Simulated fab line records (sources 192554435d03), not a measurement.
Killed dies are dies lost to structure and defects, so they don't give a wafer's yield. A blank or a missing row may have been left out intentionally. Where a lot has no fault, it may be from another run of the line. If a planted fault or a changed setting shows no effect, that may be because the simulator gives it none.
fab line records	flow n5Finfet
record: lots: 7	wafers: 21
route steps=1938 shown BEOL_M2@851 BEOL_M3@974 BEOL_M4@1064 BEOL_M5@1119 BEOL_M6@1197
startH: start of the lot's first displayed wafer, in hours after the record's first day	waitH: hours elapsed since this lot's preceding step	" the same as in the row above	L1.1+2: several wafers, shown together as one row	- either no value or no given start	* or withheld: withheld	< > ~ a bound
route shown NAME@n: a module of which the file shows steps, and the number in the route of the first	usual: mean and standard deviation over wafers with no fault	same: alike in all rows	chamber/n: place in a boat	sites: the reading at each site	_std_site: how widely they spread, as a standard deviation	_edge_site: outer sites' mean less inner sites'	radiusMm: how far each site lies from the wafer's centre	mask NAME#n: copy n	behind: the last tool/chamber to shape the wafer	hold: why the lot was held/for how many hours/how that ended	device: transistor that didn't switch, given as n, p or np	end of line: the route-end tests of the same wafers	a step given without rows: its recipe and nothing more	killed: count of dies lost to structure and defects at first sort (not the wafer's yield)	map: shows each die of a wafer: x if killed, . if not, _ if none is there
set.NAME: setting as actually run; set.NAME@STEP: the setting as run at that earlier step	model.NAME: the simulator's own value behind a step, which no gauge read
lots whose settings were changed on purpose; a table a step, a row a wafer
== steps ==
step: N5_BEOL_M2_EXPOSE_08
recipe: maskId: M2	na: 0.33	sourceShape: dipole	sigmaInner: 0.369	sigmaOuter: 0.767	polarization: unpolarized	doseMj: 41.25
lot.wafer	tool	chamber	startH	waitH	mask	set.doseMj
L083.1+2	euvScanner-02	0	189.78	-	M2#0	40.02
L083.6	"	0	"	"	M2#0	41.25
L084.1+5+6	euvScanner-02	0	198.62	-	M2#0	41.25
L085.1+4	euvScanner-01	0	204.05	-	M2#0	41.25
L085.2	"	0	"	"	M2#0	42.35
L089.3+4+6	euvScanner-01	0	220.94	-	M2#0	41.25
L090.2+4	euvScanner-02	0	228.42	-	M2#0	43.96
L090.5	"	0	"	"	M2#0	41.25
L092.1+3+5	euvScanner-01	0	244.17	-	M2#0	41.25
L095.2+5	euvScanner-02	0	252.57	-	M2#0	38.17
L095.6	"	0	"	"	M2#0	41.25
step: N5_BEOL_M2_PEB_09
recipe: pebTempC: 100	pebTimeS: 60	resist: CAR-EUV
step: N5_BEOL_M2_DEVELOP_10
recipe: developTimeS: 30	developer: TMAH	resist: CAR-EUV	rinseLiquid: surfactantRinse	dry: airSpin	devTempC: 23
step: N5_BEOL_M2_CD_MEAS_11
recipe: targetCdNm: 16.79	landingEnergyEv: 500	detector: seInlens	polarity: opening
usual: cdNm: 16.80/0.23
lot.wafer	tool	chamber	startH	waitH	set.doseMj@BEOL_M2_EXPOSE_08	cdNm
L083.1	cdSem-02	0	189.91	-	40.02	16.34
L083.2	"	0	"	"	40.02	15.96
L083.6	"	0	"	"	41.25	17.06
L084.1	cdSem-03	0	198.75	-	41.25	16.82
L084.5	"	0	"	"	41.25	16.79
L084.6	"	0	"	"	41.25	17.16
L085.1	cdSem-03	0	204.18	-	41.25	16.68
L085.2	"	0	"	"	42.35	17.29
L085.4	"	0	"	"	41.25	16.26
L089.3	cdSem-02	0	221.06	-	41.25	16.45
L089.4	"	0	"	"	41.25	16.81
L089.6	"	0	"	"	41.25	16.75
L090.2	cdSem-03	0	228.54	-	43.96	17.56
L090.4	"	0	"	"	43.96	17.84
L090.5	"	0	"	"	41.25	16.90
L092.1	cdSem-02	0	244.30	-	41.25	16.93
L092.3	"	0	"	"	41.25	16.28
L092.5	"	0	"	"	41.25	16.87
L095.2	cdSem-01	0	252.69	-	38.17	15.40
L095.5	"	0	"	"	38.17	15.48
L095.6	"	0	"	"	41.25	17.17
step: N5_BEOL_M2_DESCUM_16
recipe: chemistry: O2	timeS: 7	sourcePowerW: 50	biasPowerW: 20	pressureMtorr: 20	rfFrequencyHz: 2.712e+07	tempC: 40	resist: CAR-EUV	o2FlowSccm: 225
step: N5_BEOL_M2_ETCH_74
recipe: chemistry: N2/H2	target: underlayer	targetDepthA: 65	maskMaterial: CAR-EUV	timeS: 5.2	ionEnergyEv: 200	pressureMtorr: 30	sourceW: 840	biasW: 150	n2FlowSccm: 200	h2FlowSccm: 200	ends: cleared
lot.wafer	tool	chamber	startH	waitH	set.doseMj@BEOL_M2_EXPOSE_08	model.BEOL_M2.cdOffsetNm
L083.1	rieDiel-05	3	190.07	0.0	40.02	-0.6
L083.2	"	0	"	"	40.02	-0.4
L083.6	"	0	"	"	41.25	0
L084.1+5	rieDiel-05	3,2	198.92	0.0	41.25	0.2
L084.6	"	1	"	"	41.25	0
L085.1	rieDiel-01	2	204.35	0.0	41.25	-0.2
L085.2	"	0	"	"	42.35	0.4
L085.4	"	3	"	"	41.25	0
L089.3+6	rieDiel-01	2,0	221.33	0.0	41.25	-0.2
L089.4	"	0	"	"	41.25	0
L090.2+4	rieDiel-01	1,3	228.70	0.0	43.96	1
L090.5	"	2	"	"	41.25	0
L092.1+3	rieDiel-05	3,2	244.46	0.0	41.25	0.2
L092.5	"	1	"	"	41.25	0
L095.2	rieDiel-06	1	254.05	0.0	38.17	-1.4
L095.5	"	1	"	"	38.17	-1.2
L095.6	"	3	"	"	41.25	0.4
step: N5_BEOL_M2_ETCH_63
recipe: chemistry: CF4	target: SiARC	targetDepthA: 156	maskMaterial: CAR-EUV	timeS: 26	ionEnergyEv: 80	pressureMtorr: 40	sourceW: 545	biasW: 36	Ar_flow_sccm: 100	cf4FlowSccm: 100	ends: cleared
lot.wafer	tool	chamber	startH	waitH	set.doseMj@BEOL_M2_EXPOSE_08	model.BEOL_M2.cdOffsetNm
L083.1+2	rieDiel-05	3,0	190.08	0.0	40.02	-0.4
L083.6	"	0	"	"	41.25	0.2
L084.1+5+6	rieDiel-05	3,2,1	198.93	0.0	41.25	0.2
L085.1+4	rieDiel-01	2,3	204.36	0.0	41.25	-0.2
L085.2	"	0	"	"	42.35	0.6
L089.3	rieDiel-01	2	221.34	0.0	41.25	-0.2
L089.4+6	"	0	"	"	41.25	0
L090.2+4	rieDiel-01	1,3	228.72	0.0	43.96	1
L090.5	"	2	"	"	41.25	0.2
L092.1+3	rieDiel-05	3,2	244.47	0.0	41.25	0.2
L092.5	"	1	"	"	41.25	0
L095.2+5	rieDiel-06	1	254.07	0.0	38.17	-1.4
L095.6	"	3	"	"	41.25	0.2
step: N5_BEOL_M2_ETCH_64
recipe: chemistry: N2/H2	target: SOC	targetDepthA: 750	overetchA: 225	maskMaterial: SiARC	tempC: 40	timeS: 121.9	ionEnergyEv: 200	pressureMtorr: 30	sourceW: 840	biasW: 150	n2FlowSccm: 200	h2FlowSccm: 200
lot.wafer	tool	chamber	startH	waitH	set.doseMj@BEOL_M2_EXPOSE_08	model.BEOL_M2.cdOffsetNm
L083.1+2	rieDiel-05	3,0	190.11	0.0	40.02	-0.4
L083.6	"	0	"	"	41.25	0.2
L084.1+5	rieDiel-05	3,2	198.96	0.0	41.25	0.2
L084.6	"	1	"	"	41.25	0
L085.1+4	rieDiel-01	2,3	204.39	0.0	41.25	-0.2
L085.2	"	0	"	"	42.35	0.4
L089.3+4+6	rieDiel-01	2,0,0	221.37	0.0	41.25	0
L090.2	rieDiel-01	1	228.74	0.0	43.96	1.2
L090.4	"	3	"	"	43.96	1
L090.5	"	2	"	"	41.25	0.4
L092.1+5	rieDiel-05	3,1	244.50	0.0	41.25	0.4
L092.3	"	2	"	"	41.25	0.8
L095.2+5	rieDiel-06	1	254.11	0.0	38.17	-1.4
L095.6	"	3	"	"	41.25	0.2
step: N5_BEOL_M2_STRIP_65
recipe: chemistry: N2/H2	tempC: 40	n2FlowSccm: 200	h2FlowSccm: 200	rfFrequencyHz: 6e+07
step: N5_BEOL_M2_STRIP_75
recipe: chemistry: N2/H2	tempC: 40	n2FlowSccm: 200	h2FlowSccm: 200	rfFrequencyHz: 6e+07
step: N5_BEOL_M2_HM_OPEN_17
recipe: chemistry: Cl2/BCl3	targetDepthA: 200	overetchA: 60	target: TiN	maskMaterial: SOC	ionEnergyEv: 150	pressureMtorr: 10	icpW: 1000	biasW: 126	Cl2_flow_sccm: 53.25	bcl3FlowSccm: 21.75	Ar_flow_sccm: 25
step: N5_BEOL_M2_STRIP_19
recipe: chemistry: O2	powerW: 400	tempC: 40	pressureMtorr: 30	rfFrequencyHz: 6e+07	biasPowerW: 0	overashFraction: 0.2	o2FlowSccm: 225
step: N5_BEOL_M2_CD_MEAS_18
recipe: pitchNm: 36	targetCdNm: 18
usual: cdNm: 18.06/0.28
lot.wafer	tool	chamber	startH	waitH	set.doseMj@BEOL_M2_EXPOSE_08	cdNm
L083.1	cdSem-02	-	190.59	0.0	40.02	17.66
L083.2	"	-	"	"	40.02	17.53
L083.6	"	-	"	"	41.25	18.03
L084.1	cdSem-02	-	199.32	0.0	41.25	18.23
L084.5	"	-	"	"	41.25	18.26
L084.6	"	-	"	"	41.25	18.15
L085.1	cdSem-01	-	204.74	0.0	41.25	17.64
L085.2	"	-	"	"	42.35	18.33
L085.4	"	-	"	"	41.25	17.88
L089.3	cdSem-02	-	221.82	0.1	41.25	17.87
L089.4	"	-	"	"	41.25	17.84
L089.6	"	-	"	"	41.25	18.05
L090.2	cdSem-02	-	229.10	0.1	43.96	19.19
L090.4	"	-	"	"	43.96	19.16
L090.5	"	-	"	"	41.25	18.66
L092.1	cdSem-02	-	244.86	0.0	41.25	18.47
L092.3	"	-	"	"	41.25	18.27
L092.5	"	-	"	"	41.25	18.47
L095.2	cdSem-03	-	254.93	0.1	38.17	16.72
L095.5	"	-	"	"	38.17	16.35
L095.6	"	-	"	"	41.25	17.79
step: N5_BEOL_M3_ETCH_70
recipe: chemistry: N2/H2	target: SOC	targetDepthA: 800	overetchA: 160	maskMaterial: SiARC	tempC: 40	timeS: 120	ionEnergyEv: 200	pressureMtorr: 30	sourceW: 840	biasW: 150	n2FlowSccm: 200	h2FlowSccm: 200
usual: rfVppV: 523.0/2.4
lot.wafer	tool	chamber	startH	waitH	set.biasW	rfVppV	model.SiARC_of_BEOL_M3_COAT_68.thkNm
L083.1	rieDiel-04	1	200.70	0.0	150	526.3	6.2
L083.2	"	0	"	"	150	522.5	6.4
L083.6	"	3	"	"	150	523.1	6.4
L084.1	rieDiel-03	3	210.83	0.0	150	522.2	6.4
L084.5	"	1	"	"	173	575.5	5
L084.6	"	0	"	"	150	522.6	6.4
L085.1	rieDiel-04	0	216.24	0.0	150	523.6	6.4
L085.2	"	3	"	"	167.9	561.0	5.6
L085.4	"	2	"	"	167.9	560.4	5.4
L089.3	rieDiel-03	3	236.04	0.0	150	521.4	6.6
L089.4	"	0	"	"	150	521.7	6.4
L089.6	"	1	"	"	150	523.9	6.2
L090.2	rieDiel-03	3	242.75	0.0	150	520.5	6.6
L090.4	"	2	"	"	150	520.7	6.4
L090.5	"	1	"	"	150	526.1	6
L092.1	rieDiel-02	3	263.50	0.0	150	524.5	6.2
L092.3	"	0	"	"	150	523.9	6.6
L092.5	"	0	"	"	150	522.0	6.6
L095.2	rieDiel-03	0	270.96	0.0	133.9	484.2	7.2
L095.5	"	3	"	"	133.9	485.8	7.2
L095.6	"	0	"	"	133.9	483.1	7.2
step: N5_BEOL_M3_VIA_ETCH_34
recipe: chemistry: C4F6/O2	targetDepthA: 694	maskMaterial: SOC	pressureMtorr: 15	ionEnergyEv: 250	taperDeg: 4	timeS: 65.9	sourceW: 350	biasW: 170	Ar_flow_sccm: 300	C4F6_flow_sccm: 10	O2_flow_sccm: 10
usual: rfVppV: 664/6.5
lot.wafer	tool	chamber	startH	waitH	set.biasW	rfVppV
L083.1	rieDiel-04	1	200.80	0.0	170	675
L083.2	"	0	"	"	143.6	582
L083.6	"	3	"	"	170	660
L084.1	rieDiel-03	3	210.93	0.0	170	651
L084.5	"	1	"	"	160.5	639
L084.6	"	0	"	"	170	666
L085.1	rieDiel-04	0	216.34	0.0	170	667
L085.2	"	3	"	"	188	716
L085.4	"	2	"	"	188	714
L089.3	rieDiel-03	3	236.14	0.0	170	652
L089.4	"	0	"	"	170	667
L089.6	"	1	"	"	170	669
L090.2	rieDiel-03	3	242.85	0.0	170	652
L090.4	"	2	"	"	170	660
L090.5	"	1	"	"	170	669
L092.1	rieDiel-02	3	263.60	0.0	170	672
L092.3	"	0	"	"	170	662
L092.5	"	0	"	"	159.6	629
L095.2	rieDiel-03	0	271.06	0.0	140.4	572
L095.5	"	3	"	"	140.4	559
L095.6	"	0	"	"	170	666
step: N5_BEOL_M4_ETCH_70
recipe: chemistry: N2/H2	target: SOC	targetDepthA: 800	overetchA: 240	maskMaterial: SiARC	tempC: 40	timeS: 130	ionEnergyEv: 200	pressureMtorr: 30	sourceW: 840	biasW: 150	n2FlowSccm: 200	h2FlowSccm: 200
usual: rfVppV: 523.9/2.6
lot.wafer	tool	chamber	startH	waitH	set.sourceW	rfVppV	model.SiARC_of_BEOL_M4_COAT_68.thkNm
L083.1	rieDiel-05	0	210.83	0.0	896.2	510.6	5.6
L083.2	"	2	"	"	896.2	509.9	5.4
L083.6	"	0	"	"	896.2	510.2	5.6
L084.1	rieDiel-01	0	221.81	0.0	840	524.0	6
L084.5	"	2	"	"	703.8	551.5	6.4
L084.6	"	1	"	"	840	522.5	5.8
L085.1	rieDiel-01	1	230.75	0.0	840	525.3	6
L085.2	"	2	"	"	840	522.0	5.8
L085.4	"	3	"	"	894.1	511.1	5.6
L089.3	rieDiel-05	3	250.40	0.0	840	529.5	5.6
L089.4	"	2	"	"	840	522.6	5.6
L089.6	"	0	"	"	840	522.8	5.8
L090.2	rieDiel-05	3	255.70	0.0	840	527.8	5.8
L090.4	"	2	"	"	754.3	539.9	6
L090.5	"	2	"	"	754.3	538.7	6
L092.1	rieDiel-01	0	274.74	0.0	840	522.6	5.6
L092.3	"	3	"	"	724.6	549.0	6.2
L092.5	"	3	"	"	724.6	547.4	6.4
L095.2	rieDiel-05	1	281.77	0.0	840	525.7	5.8
L095.5	"	3	"	"	840	526.9	5.8
L095.6	"	2	"	"	840	519.8	5.8
step: N5_BEOL_M4_TRENCH_ETCH_37
recipe: chemistry: C4F6/O2	targetDepthA: 555.55	target: SiOC	timeS: 29.2	ionEnergyEv: 250	pressureMtorr: 30	sourceW: 355	biasW: 185	Ar_flow_sccm: 300	C4F6_flow_sccm: 10	O2_flow_sccm: 10
usual: rfVppV: 663/4.9
lot.wafer	tool	chamber	startH	waitH	set.biasW	rfVppV	model.etch.depthNm	model.BEOL_M4.featureDepthNm
L083.1	rieDiel-05	0	-	-	185	663	55.66	55.6
L083.2	"	2	"	"	185	658	56.22	56.2
L083.6	"	0	"	"	207.4	725	58.01	58
L084.1	rieDiel-01	0	-	-	185	657	54.69	54.6
L084.5	"	2	"	"	167.9	611	53.83	53.8
L084.6	"	1	"	"	167.9	615	53.53	53.6
L085.1	rieDiel-01	1	-	-	185	664	55.82	55.8
L085.2	"	2	"	"	185	660	55.87	55.8
L085.4	"	3	"	"	171.6	628	54.16	54.2
L089.3	rieDiel-05	3	-	-	185	676	56.96	57
L089.4	"	2	"	"	185	658	56.51	56.6
L089.6	"	0	"	"	185	663	55.64	55.6
L090.2	rieDiel-05	3	-	-	185	674	56.75	56.8
L090.4	"	2	"	"	185	658	56.96	57
L090.5	"	2	"	"	185	658	57.21	57.2
L092.1	rieDiel-01	0	-	-	185	658	57.12	57.2
L092.3	"	3	"	"	158.4	588	52.52	52.6
L092.5	"	3	"	"	185	668	55.61	55.6
L095.2	rieDiel-05	1	-	-	217.4	749	59.39	59.4
L095.5	"	3	"	"	185	673	56.37	56.4
L095.6	"	2	"	"	185	656	56.12	56.2
step: N5_BEOL_M4_ETCH_41
recipe: chemistry: CH3F/O2	target: SiCN	targetDepthA: 299	taperDeg: 2	timeS: 52.5	ionEnergyEv: 120	maskMaterial: TiN	pressureMtorr: 30	sourceW: 395	biasW: 75	Ar_flow_sccm: 150	CH3F_flow_sccm: 30	O2_flow_sccm: 20
step: N5_BEOL_M4_STRIP_97
recipe: chemistry: N2/H2	timeS: 10	powerW: 450	tempC: 40	pressureMtorr: 20	rfFrequencyHz: 6e+07	biasPowerW: 7	n2FlowSccm: 200	h2FlowSccm: 200
step: N5_BEOL_M4_OCD_MEAS_38
usual: trenchDepthNm: 55.5/0.8
lot.wafer	tool	chamber	startH	waitH	set.biasW@BEOL_M4_TRENCH_ETCH_37	trenchDepthNm
L083.1	ocd-01	-	211.19	-	185	55.3
L083.2	"	-	"	"	185	56.4
L083.6	"	-	"	"	207.4	58.1
L084.1	ocd-02	-	222.17	-	185	54.8
L084.5	"	-	"	"	167.9	54.0
L084.6	"	-	"	"	167.9	53.5
L085.1	ocd-02	-	231.11	-	185	56.4
L085.2	"	-	"	"	185	55.8
L085.4	"	-	"	"	171.6	54.3
L089.3	ocd-02	-	250.76	-	185	57.3
L089.4	"	-	"	"	185	56.5
L089.6	"	-	"	"	185	55.7
L090.2	ocd-01	-	256.07	-	185	56.3
L090.4	"	-	"	"	185	57.3
L090.5	"	-	"	"	185	56.9
L092.1	ocd-02	-	275.10	-	185	57.0
L092.3	"	-	"	"	158.4	52.3
L092.5	"	-	"	"	185	55.4
L095.2	ocd-01	-	282.14	-	217.4	58.8
L095.5	"	-	"	"	185	55.8
L095.6	"	-	"	"	185	56.3
step: N5_BEOL_M5_COAT_71
recipe: resist: underlayer	tempC: 205	timeS: 60	spinRpm: 1500	resistThkNm: 5
lot.wafer	tool	chamber	startH	waitH	set.spinRpm
L083.1	lithoTrack-02	0	-	-	1632
L083.2+6	"	0	"	"	1500
L084.1+5	lithoTrack-03	0	-	-	1584
L084.6	"	0	"	"	1500
L085.1+2	lithoTrack-04	0	-	-	1394
L085.4	"	0	"	"	1500
L089.3+4+6	lithoTrack-03	0	-	-	1500
L090.2+4+5	lithoTrack-04	0	-	-	1500
L092.1+5	lithoTrack-02	0	-	-	1581
L092.3	"	0	"	"	1500
L095.2	lithoTrack-04	0	-	-	1500
L095.5+6	"	0	"	"	1594
step: N5_BEOL_M5_COAT_05
recipe: resist: CAR-EUV	spinRpm: 1500	resistThkNm: 30
lot.wafer	tool	chamber	startH	waitH	set.spinRpm	model.CAR-EUV_of_BEOL_M5_COAT_05.thkNm
L083.1+2+6	lithoTrack-02	0	-	-	1500	30
L084.1+6	lithoTrack-03	0	-	-	1500	29.8
L084.5	"	0	"	"	1500	30
L085.1	lithoTrack-04	0	-	-	1500	30
L085.2+4	"	0	"	"	1573	29.2
L089.3+4+6	lithoTrack-03	0	-	-	1500	30
L090.2+5	lithoTrack-04	0	-	-	1452	30.6
L090.4	"	0	"	"	1500	30
L092.1+5	lithoTrack-02	0	-	-	1500	30
L092.3	"	0	"	"	1591	29.2
L095.2	lithoTrack-04	0	-	-	1500	30
L095.5	"	0	"	"	1432	30.6
L095.6	"	0	"	"	1500	29.8
step: N5_BEOL_M5_EBR_07
recipe: solvent: PGMEA	ebrWidthMm: 1.5
step: N5_BEOL_M5_SOFTBAKE_06
recipe: tempC: 110	timeS: 60	resist: CAR-EUV
step: N5_BEOL_M5_EXPOSE_08
recipe: maskId: M5	na: 0.33	sourceShape: annular	sigmaInner: 0.4	sigmaOuter: 0.8	polarization: unpolarized	targetCdNm: 28	doseMj: 35.75
step: N5_BEOL_M5_PEB_09
recipe: pebTempC: 100	pebTimeS: 60	resist: CAR-EUV
step: N5_BEOL_M5_DEVELOP_10
recipe: developTimeS: 30	developer: TMAH	resist: CAR-EUV	rinseLiquid: surfactantRinse	dry: airSpin	devTempC: 23
lot.wafer	tool	chamber	startH	waitH	set.spinRpm@BEOL_M5_COAT_05	model.CAR-EUV_of_BEOL_M5_COAT_05.thkNm
L083.1+6	lithoTrack-03	0	-	-	1500	29.6
L083.2	"	0	"	"	1500	29.4
L084.1+6	lithoTrack-02	0	-	-	1500	29.4
L084.5	"	0	"	"	1500	29.6
L085.1	lithoTrack-02	0	-	-	1500	29.4
L085.2+4	"	0	"	"	1573	28.8
L089.3+4	lithoTrack-02	0	-	-	1500	29.6
L089.6	"	0	"	"	1500	29.4
L090.2	lithoTrack-02	0	-	-	1452	30.2
L090.4	"	0	"	"	1500	29.6
L090.5	"	0	"	"	1452	30
L092.1+5	lithoTrack-03	0	-	-	1500	29.6
L092.3	"	0	"	"	1591	28.8
L095.2+6	lithoTrack-04	0	-	-	1500	29.4
L095.5	"	0	"	"	1432	30.2
step: N5_BEOL_M5_DESCUM_16
recipe: chemistry: O2	timeS: 7	sourcePowerW: 50	biasPowerW: 20	pressureMtorr: 20	rfFrequencyHz: 2.712e+07	tempC: 40	resist: CAR-EUV	o2FlowSccm: 225
step: N5_BEOL_M5_ETCH_72
recipe: chemistry: N2/H2	target: underlayer	targetDepthA: 65	maskMaterial: CAR-EUV	timeS: 5.2	ionEnergyEv: 200	pressureMtorr: 30	sourceW: 840	biasW: 150	n2FlowSccm: 200	h2FlowSccm: 200	ends: cleared
lot.wafer	tool	chamber	startH	waitH	set.spinRpm@BEOL_M5_COAT_71	model.etch.depthNm
L083.1	rieDiel-03	0	221.70	0.0	1632	4.805
L083.2	"	1	"	"	1500	5.006
L083.6	"	2	"	"	1500	5.001
L084.1	rieDiel-03	3	230.94	0.0	1584	4.866
L084.5	"	0	"	"	1584	4.869
L084.6	"	1	"	"	1500	5.006
L085.1	rieDiel-02	1	240.40	0.0	1394	5.194
L085.2	"	3	"	"	1394	5.18
L085.4	"	0	"	"	1500	4.98
L089.3	rieDiel-03	1	258.93	0.0	1500	5.012
L089.4	"	2	"	"	1500	5.001
L089.6	"	0	"	"	1500	4.996
L090.2	rieDiel-03	1	264.03	0.0	1500	5.012
L090.4	"	2	"	"	1500	5.011
L090.5	"	0	"	"	1500	5.005
L092.1	rieDiel-04	1	284.70	0.0	1581	4.899
L092.3	"	0	"	"	1500	5.03
L092.5	"	2	"	"	1581	4.907
L095.2	rieDiel-02	3	290.58	0.0	1500	4.994
L095.5	"	1	"	"	1594	4.86
L095.6	"	2	"	"	1594	4.855
step: N5_BEOL_M6_PECVD_70
recipe: material: SiO2	targetThkA: 200	tempC: 400	precursor: TEOS/O2	pressureTorr: 5.5	rfW: 450	teosFlowSccm: 53.8	gas: O2	flowSccm: 3000	timeS: 22.7
lot.wafer	tool	chamber	startH	waitH	set.tempC	model.SiO2_of_BEOL_M6_PECVD_70.thkNm
L083.1	pecvd-03	1	231.53	0.0	400	19.8
L083.2	"	2	"	"	387.7	21.2
L083.6	"	2	"	"	387.7	21.6
L084.1+6	pecvd-02	1,0	239.92	0.0	400	20
L084.5	"	1	"	"	400	20.2
L085.1	pecvd-04	1	249.00	0.0	400	19.8
L085.2	"	0	"	"	390	21
L085.4	"	1	"	"	400	20
L089.3	pecvd-04	1	268.11	0.1	400	20.2
L089.4	"	2	"	"	400	20
L089.6	"	2	"	"	400	19.8
L090.2	pecvd-02	1	273.86	0.0	410.1	18.6
L090.4	"	2	"	"	400	20.4
L090.5	"	1	"	"	410.1	19.2
L092.1+5	pecvd-04	0	298.14	0.0	400	19.8
L092.3	"	2	"	"	400	19.6
L095.2	pecvd-02	1	301.20	0.0	400	19.6
L095.5	"	1	"	"	400	20
L095.6	"	2	"	"	400	20.4
== key ==
split: step: N5_BEOL_M2_EXPOSE_08	setting: doseMj	stated: 41.25	by: wafer
response: step: N5_BEOL_M2_CD_MEAS_11	reading: cdNm	change: +0.201	per: 1%	r: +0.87
response: step: N5_BEOL_M2_ETCH_74	reading: model.BEOL_M2.cdOffsetNm	change: +0.192	per: 1%	r: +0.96
response: step: N5_BEOL_M2_ETCH_63	reading: model.BEOL_M2.cdOffsetNm	change: +0.184	per: 1%	r: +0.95
response: step: N5_BEOL_M2_ETCH_64	reading: model.BEOL_M2.cdOffsetNm	change: +0.173	per: 1%	r: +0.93
response: step: N5_BEOL_M2_CD_MEAS_18	reading: cdNm	change: +0.136	per: 1%	r: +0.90
split: step: N5_BEOL_M3_ETCH_70	setting: biasW	stated: 150	by: wafer
response: step: N5_BEOL_M3_ETCH_70	reading: rfVppV	change: +3.33	per: 1%	r: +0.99
response: step: N5_BEOL_M3_ETCH_70	reading: model.SiARC_of_BEOL_M3_COAT_68.thkNm	change: -0.0853	per: 1%	r: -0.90
split: step: N5_BEOL_M3_VIA_ETCH_34	setting: biasW	stated: 170	by: wafer
response: step: N5_BEOL_M3_VIA_ETCH_34	reading: rfVppV	change: +5.41	per: 1%	r: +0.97
split: step: N5_BEOL_M4_ETCH_70	setting: sourceW	stated: 840	by: wafer
response: step: N5_BEOL_M4_ETCH_70	reading: rfVppV	change: -1.69	per: 1%	r: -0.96
response: step: N5_BEOL_M4_ETCH_70	reading: model.SiARC_of_BEOL_M4_COAT_68.thkNm	change: -0.0363	per: 1%	r: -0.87
split: step: N5_BEOL_M4_TRENCH_ETCH_37	setting: biasW	stated: 185	by: wafer
response: step: N5_BEOL_M4_TRENCH_ETCH_37	reading: rfVppV	change: +5.02	per: 1%	r: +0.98
response: step: N5_BEOL_M4_TRENCH_ETCH_37	reading: model.etch.depthNm	change: +0.197	per: 1%	r: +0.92
response: step: N5_BEOL_M4_TRENCH_ETCH_37	reading: model.BEOL_M4.featureDepthNm	change: +0.193	per: 1%	r: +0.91
response: step: N5_BEOL_M4_OCD_MEAS_38	reading: trenchDepthNm	change: +0.192	per: 1%	r: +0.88
split: step: N5_BEOL_M5_COAT_71	setting: spinRpm	stated: 1500	by: wafer
response: step: N5_BEOL_M5_ETCH_72	reading: model.etch.depthNm	change: -0.0243	per: 1%	r: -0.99
split: step: N5_BEOL_M5_COAT_05	setting: spinRpm	stated: 1500	by: wafer
response: step: N5_BEOL_M5_COAT_05	reading: model.CAR-EUV_of_BEOL_M5_COAT_05.thkNm	change: -0.152	per: 1%	r: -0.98
response: step: N5_BEOL_M5_DEVELOP_10	reading: model.CAR-EUV_of_BEOL_M5_COAT_05.thkNm	change: -0.142	per: 1%	r: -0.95
split: step: N5_BEOL_M6_PECVD_70	setting: tempC	stated: 400	by: wafer
response: step: N5_BEOL_M6_PECVD_70	reading: model.SiO2_of_BEOL_M6_PECVD_70.thkNm	change: -0.519	per: 1%	r: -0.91
